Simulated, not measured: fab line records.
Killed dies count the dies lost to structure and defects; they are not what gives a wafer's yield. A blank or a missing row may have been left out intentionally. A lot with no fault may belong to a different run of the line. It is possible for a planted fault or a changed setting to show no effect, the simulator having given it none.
Matching of chambers :: flow nand-harc :: NHARC_P_M1_DEP_33 on pecvd-04: 3 sister chambers
The step deposits SiCN, target thk 30 nm. 6 wafers are shown with their chamber, then 10 later ones without.

## WAFERS PAIRED WITH THEIR CHAMBERS
wafer: L084.5
chamber: 1
heater-power-w (W): 561

wafer: L086.1
chamber: 0
heater-power-w (W): 557

wafer: L086.2
chamber: 2
heater-power-w (W): 622

wafer: L086.6
chamber: 1
heater-power-w (W): 535

wafer: L087.1
chamber: 0
heater-power-w (W): 646

wafer: L087.2
chamber: 2
heater-power-w (W): 602

## WAFERS MISSING THEIR CHAMBER
wafer: L087.3
heater-power-w (W): 551

wafer: L090.1
heater-power-w (W): 523

wafer: L090.5
heater-power-w (W): 462

wafer: L090.6
heater-power-w (W): 489

wafer: L093.1
heater-power-w (W): 494

wafer: L093.3
heater-power-w (W): 498

wafer: L093.4
heater-power-w (W): 489

wafer: L096.1
heater-power-w (W): 482

wafer: L096.4
heater-power-w (W): 607

wafer: L096.5
heater-power-w (W): 621

## CHAMBER TAKEN BY EACH
wafer: L087.3
from the rows above: can't be placed: 1 or 0 or 2
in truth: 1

wafer: L090.1
from the rows above: can't be placed: 1 or 0 or 2
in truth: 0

wafer: L090.5
from the rows above: can't be placed: 1 or 0 or 2
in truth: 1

wafer: L090.6
from the rows above: can't be placed: 1 or 0 or 2
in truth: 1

wafer: L093.1
from the rows above: can't be placed: 1 or 0 or 2
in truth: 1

wafer: L093.3
from the rows above: can't be placed: 1 or 0 or 2
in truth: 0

wafer: L093.4
from the rows above: can't be placed: 1 or 0 or 2
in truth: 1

wafer: L096.1
from the rows above: can't be placed: 1 or 0 or 2
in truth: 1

wafer: L096.4
from the rows above: can't be placed: 2 or 0 or 1
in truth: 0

wafer: L096.5
from the rows above: can't be placed: 2 or 0 or 1
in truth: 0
Placed correctly: 0 of 10. Not placeable from these rows: 10 (in 10, the candidates include the true chamber). Number placed wrongly: 0.
How it was worked out, from the rows above alone: a wafer's distance from a chamber is the root of the sum, over the readings, of the square of ((its reading less the chamber's mean) divided by the reading's scatter). If the next closest chamber is less than 2 further off than the closest, the wafer can't be placed; otherwise it belongs to the closest. A chamber's mean is the mean of its shown wafers. The scatter: take each reading less its chamber's mean, square it, sum over the shown wafers, divide by the number of wafers less the number of chambers, and take the root.
